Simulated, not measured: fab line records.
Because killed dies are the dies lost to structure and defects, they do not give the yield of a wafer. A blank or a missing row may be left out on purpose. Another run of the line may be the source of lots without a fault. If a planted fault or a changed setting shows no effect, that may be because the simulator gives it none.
Which tool was responsible? + flow nand-harc + 6 lots with 18 wafers sampled at 5 steps, on a route of 1302 steps

== WHAT THE GAUGES SHOWED, per wafer ==
NHARC_END_SORT_01.
| lot  | measured     | on        | killed-at-array |
|------|--------------|-----------|-----------------|
| L450 | day 30 12:35 | prober-01 | 33 48 44        |

== WHICH TOOL RAN EACH LOT (tool, then ch and the chambers of the sampled wafers, then the start) ==
| lot  | NHARC_A_CHANNEL_FILL_D2_ALD_03                 | NHARC_A_CHANNEL_FILL_D2_ALD_14   | NHARC_A_CHANNEL_FILL_D2_ANNEAL_22 | NHARC_A_CHANNEL_FILL_D2_STRIP_29            |
|------|------------------------------------------------|----------------------------------|-----------------------------------|---------------------------------------------|
| L440 | ald-sin-batch-03 ch 0, day 16 00:10 or earlier | ald-hk-02 ch 0,1,3, day 16 00:10 | furnace-08 ch 0, day 17 01:08     | rie-diel-12 ch 1,3, no start                |
| L443 | ald-sin-batch-03 ch 0, day 16 19:14 or earlier | ald-hk-03 ch 0,2,3, day 16 19:14 | furnace-02 ch 0, day 17 21:26     | rie-diel-07 ch 1,3, no start                |
| L444 | ald-sin-batch-02 ch 0, day 17 07:57 or earlier | ald-hk-02 ch 0,1,2, day 17 07:57 | furnace-08 ch 0, day 18 10:11     | rie-diel-07 ch 0,1,3, no start              |
| L448 | ald-sin-batch-02 ch 0, day 18 12:59 or earlier | ald-hk-01 ch 0,1, day 18 12:59   | furnace-02 ch 0, day 19 16:08     | rie-diel-12 ch 2,3, no start                |
| L450 | ald-sin-batch-01 ch 0, day 19 18:09 or earlier | ald-hk-02 ch 1,2,3, day 19 18:09 | furnace-02 ch 0, day 20 19:19     | rie-diel-07 ch 2,3, day 30 12:35 or earlier |
| L459 | ald-sin-batch-03 ch 0, day 23 17:28 or earlier | ald-hk-03 ch 2,3, day 23 17:28   | furnace-03 ch 0, day 24 17:56     | rie-diel-05 ch 0,1,2, no start              |
- NHARC_A_CHANNEL_FILL_D2_ALD_03: deposits SiNx, target thk 6 nm, pulse time 60 s, ald cycles 58.
- NHARC_A_CHANNEL_FILL_D2_ALD_14: deposits SiO2, target thk 2.5 nm, pulse time 10 s, ald cycles 25.
- NHARC_A_CHANNEL_FILL_D2_ANNEAL_22: time 7200 s.
- NHARC_A_CHANNEL_FILL_D2_STRIP_29: strips in O2, time 20 s.

== THE ANSWER, worked out from the rows above alone ==
Rule: what is usual is taken from the lots themselves. Put in order of their means at a reading, lots are off if they are a third of the lots or fewer, leave a main group of 4 or more, and stand apart from it by a gap of 3 or more times the standard deviation of the main group's means; of several such gaps the widest counts. The tables above print the reading to a certain number of digits; a main group whose means all agree to those digits is not used. A lot without any number at a reading at which 4 lots or more have one is off too. All remaining lots with rows at the step are treated as sound.
Nothing can be told from this: no lot is off at any reading shown.

== WHAT THE SIMULATOR HAD PUT IN ==
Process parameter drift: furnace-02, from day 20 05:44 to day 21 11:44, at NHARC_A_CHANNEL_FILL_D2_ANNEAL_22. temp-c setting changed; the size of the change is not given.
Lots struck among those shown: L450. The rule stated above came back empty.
